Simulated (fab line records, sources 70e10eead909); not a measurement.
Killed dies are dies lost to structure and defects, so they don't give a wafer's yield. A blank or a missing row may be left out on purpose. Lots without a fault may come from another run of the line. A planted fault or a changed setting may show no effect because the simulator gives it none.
A struck lot beside a sound one | flow nand_harc | 40 steps out of a route of 1159
Sound: wafers L821.2, L821.3, L821.6. Struck: wafers L830.4, L830.5, L830.6. The cause comes at the end.
At each step with rows: each side's tool, then ch and its chambers, then its first start. Under that, the readings that differ: sound wafers | struck wafers | difference of the means | sigmas: that difference in standard deviations of wafers without a fault.
alike: readings whose means differ by less than 2 such deviations, and words and numbers that are the same on both sides. not compared: withheld readings, readings that some wafer has no value for, bounds like >300 that may hide the same value, and numbers for which the record gives no deviation and whose values overlap.
The two part at a step that has a row with sigmas, a row that says differs or no value, or rows on one side only. Numbers that don't overlap but have no deviation are shown without sigmas and don't part them. A reading that every wafer of one side lacks parts them only if that side has two wafers or more.

NHARC_A_M0_OVL_MEAS_10: pitch 160 nm.
  sound on overlay-02, day 17 17:23; struck on overlay-01, day 20 04:59
  reading           | sound          | struck      | difference | sigmas
  overlay_y_nm (nm) | -1.1 -0.9 -1.0 | 0.4 1.3 0.7 | +1.8       | +2
  alike: overlay_x_nm
NHARC_A_M0_INSPECT_11:
  sound on defect_inspect-01, day 17 17:25; struck on defect_inspect-02, day 20 05:01
  alike: raw_defect_count
then, 3 steps without rows for these wafers: NHARC_A_M0_DESCUM_14 (chemistry O2, time 3 s); NHARC_A_M0_ETCH_34 (etches the open film in N2/H2, target depth 40 nm, overetch 12 nm, time 43.94 s); NHARC_A_M0_ETCH_15 (etches the open film in C4F8/Ar, target depth 150 nm, overetch 15 nm, time 82.5 s).
NHARC_A_M0_CD_MEAS_16:
  sound on cd_sem-03, day 17 17:47; struck on cd_sem-01, day 20 05:24
  alike: cd_nm
NHARC_A_M0_STRIP_18: strips in N2/H2.
  sound on rie_diel-01 ch 1,2, day 17 17:53; struck on rie_diel-04 ch 1,2, day 20 05:29
  alike: drypump_motor_current_A, oes_product_au, power_w, rf_vpp_V, showerhead_plenum_p_Torr, throttle_valve_pct
  not compared: rf_hours_counter_h
then, 1 step without rows for these wafers: NHARC_A_M0_STRIP_19 (strips in post etch residue remover, time 600 s).
NHARC_A_M0_DEGAS_28: time 60 s.
  sound on pvd_sputter-02, day 17 18:25; struck on pvd_sputter-01, day 20 06:03
  alike: heater_power_w
then, 1 step without rows for these wafers: NHARC_A_M0_PRE_CLEAN_29 (time 30 s).
NHARC_A_M0_PVD_20: deposits TaN, target thk 5 nm, time 8.06 s.
  sound on pvd_sputter-02; struck on pvd_sputter-01
  alike: throttle_valve_pct
then, 1 step without rows for these wafers: NHARC_A_M0_PVD_21 (deposits Cu, target thk 30 nm, time 20.49 s).
NHARC_A_M0_ECD_22: material Cu, target thk 400 nm.
  sound on ecd_cu-02 ch 1, day 17 18:46; struck on ecd_cu-02 ch 0,1, day 20 06:29
then, 2 steps without rows for these wafers: NHARC_A_M0_ANNEAL_30 (time 90 s); NHARC_A_M0_CMP_23 (polishes, t overpolish 20 s, target thk 113.75 nm).
NHARC_A_M0_THK_MEAS_24: measures by xrf.
  sound on film_metro-02, day 17 19:58; struck on film_metro-02, day 20 07:26
  alike: thk_nm
then, 2 steps without rows for these wafers: NHARC_A_M0_SRD_25; NHARC_A_M0_PRE_CLEAN_31 (time 12 s).
NHARC_A_M0_DEP_32: deposits SiCN, target thk 30 nm.
  sound on pecvd-03 ch 0,1, day 17 20:19; struck on pecvd-04 ch 0,1,2, day 20 08:05
  alike: heater_power_outer_w, heater_power_w
  not compared: since_wet_clean_h
then, 10 steps without rows for these wafers: NHARC_A_M1_DEP_00 (deposits SiOC, target thk 182.5 nm); NHARC_A_M1_DEHYDRATE_01 (time 120 s); NHARC_A_M1_HMDS_02 (time 30 s); NHARC_A_M1_COAT_34 (time 65 s); NHARC_A_M1_COAT_03 (resist thk 90 nm); NHARC_A_M1_SOFTBAKE_04 (time 55 s); NHARC_A_M1_EBR_05; NHARC_A_M1_EXPOSE_06 (exposes mask A M1, target cd 120 nm); NHARC_A_M1_PEB_07 (peb time 65 s); NHARC_A_M1_DEVELOP_08 (develop time 35 s).
NHARC_A_M1_CD_MEAS_09: target cd 120 nm.
  sound on cd_sem-02 ch 0, day 17 21:23; struck on cd_sem-02 ch 0, day 20 09:16
  alike: cd_nm
NHARC_A_M1_OVL_MEAS_10: pitch 240 nm.
  sound on overlay-02, day 17 21:28; struck on overlay-01, day 20 09:21
  reading           | sound       | struck         | difference | sigmas
  overlay_y_nm (nm) | 1.8 2.2 2.3 | -1.6 -1.4 -1.3 | -3.5       | -4
  alike: overlay_x_nm
NHARC_A_M1_DESCUM_14: chemistry O2, time 3 s.
  sound on rie_diel-03 ch 0,1,2, day 17 21:35; struck on rie_diel-11 ch 0,1, day 20 09:27
  alike: drypump_motor_current_A, oes_product_au, rf_vpp_V, showerhead_plenum_p_Torr, throttle_valve_pct
  not compared: rf_hours_counter_h
then, 2 steps without rows for these wafers: NHARC_A_M1_ETCH_35 (etches the open film in N2/H2, target depth 40 nm, overetch 12 nm, time 43.94 s); NHARC_A_M1_ETCH_15 (etches the open film in C4F8/Ar, target depth 182.5 nm, time 91.2 s).
NHARC_A_M1_CD_MEAS_16:
  sound on cd_sem-02, day 17 21:53; struck on cd_sem-01, day 20 09:46
  alike: cd_nm
then, 4 steps without rows for these wafers: NHARC_A_M1_STRIP_18 (strips in N2/H2); NHARC_A_M1_ETCH_28 (etches the open film in CF4/N2, target depth 30 nm, time 72.99 s); NHARC_A_M1_STRIP_19 (strips in post etch residue remover, time 600 s); NHARC_A_M1_DEGAS_29 (time 60 s).
NHARC_END_SORT_01:
  sound on prober-01 ch 0, day 19 13:19; struck on prober-01 ch 0, day 22 00:11
  reading                  | sound          | struck         | difference | sigmas
  defect_limited_yield (%) | 96.9 96.6 96.9 | 49.5 47.3 47.7 | -48.6      | -35
  killed_at_array          | 15 18 18       | 340 356 353    | +333       | +37
  killed_dies              | 21 23 21       | 342 357 354    | +329       | +36
  sort_bin_2_pct (%)       | 1.0 0.9 1.3    | 15.5 18.8 21.3 | +17.5      | +30
  sort_bin_3_pct (%)       | 0.15 0.44 0.30 | 3.40 3.25 3.10 | +2.95      | +13
  sort_bin_4_pct (%)       | 1.9 2.1 1.5    | 31.6 30.7 27.9 | +28.2      | +31
  sort_n_pass              | 656 654 656    | 335 320 323    | -329       | -36
  sort_rim_yield_pct (%)   | 95.3 97.2 95.3 | 45.3 44.3 53.8 | -48.1      | -16
  sort_yield_pct (%)       | 96.9 96.6 96.9 | 49.5 47.3 47.7 | -48.6      | -35
  alike: killed_at_other, killed_at_periphery, killed_open, killed_short

WHERE THEY PART
First at NHARC_A_M0_OVL_MEAS_10; last, within this record, at NHARC_END_SORT_01.

WHY: what the simulator had put in
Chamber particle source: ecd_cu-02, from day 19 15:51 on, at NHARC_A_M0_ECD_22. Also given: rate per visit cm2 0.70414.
